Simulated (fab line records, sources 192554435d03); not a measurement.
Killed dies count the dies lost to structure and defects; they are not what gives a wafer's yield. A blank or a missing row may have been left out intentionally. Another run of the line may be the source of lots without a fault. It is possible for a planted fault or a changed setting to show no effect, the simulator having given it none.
Matching of chambers    flow n5_finfet    N5_BEOL_M3_DEP_57 on pecvd-04 has 3 sister chambers
The step deposits SiCN from 3MS/NH3, target thk 8 nm, time 14 s. 6 wafers are shown with their chamber, then 8 later ones without.

WAFERS, EACH WITH ITS CHAMBER
wafer   chamber  throttle_valve_pct (%)  showerhead_plenum_p_Torr (Torr)
L081.5  1        9.2                     3.667
L081.6  0        9.2                     3.658
L082.2  2        8.8                     3.658
L082.4  0        9.1                     3.656
L082.5  1        9.2                     3.652
L083.1  2        9.0                     3.662

WAFERS MISSING THEIR CHAMBER
wafer   throttle_valve_pct (%)  showerhead_plenum_p_Torr (Torr)
L083.2  9.1                     3.653
L083.3  8.9                     3.663
L092.3  9.0                     3.658
L092.4  9.3                     3.664
L092.5  9.3                     3.660
L095.2  9.2                     3.663
L095.3  9.2                     3.660
L095.6  8.9                     3.660

EACH ONE'S CHAMBER
wafer    from the rows above            in truth
L083.2   can't be placed: 0 or 1 or 2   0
L083.3   2                              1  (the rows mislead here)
L092.3   can't be placed: 2 or 0 or 1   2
L092.4   can't be placed: 1 or 0        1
L092.5   can't be placed: 1 or 0        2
L095.2   can't be placed: 1 or 0        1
L095.3   can't be placed: 1 or 0        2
L095.6   2                              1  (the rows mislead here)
Correct placement for 0 of the 8. Cannot be placed on the basis of these rows: 6; the candidates contain the true chamber in 4. 2 placed wrongly.
How it was worked out, from the rows above alone: a wafer's distance from a chamber is the root of the sum, over the readings, of the square of ((its reading less the chamber's mean) divided by the reading's scatter). The wafer belongs to the nearest chamber; if the next one is less than 2 further off, it can't be placed. For every chamber, the mean is computed from those of its wafers that are shown. The scatter: the root of (the sum of the squares of (reading less its chamber's mean) over the shown wafers, divided by (wafers less chambers)).
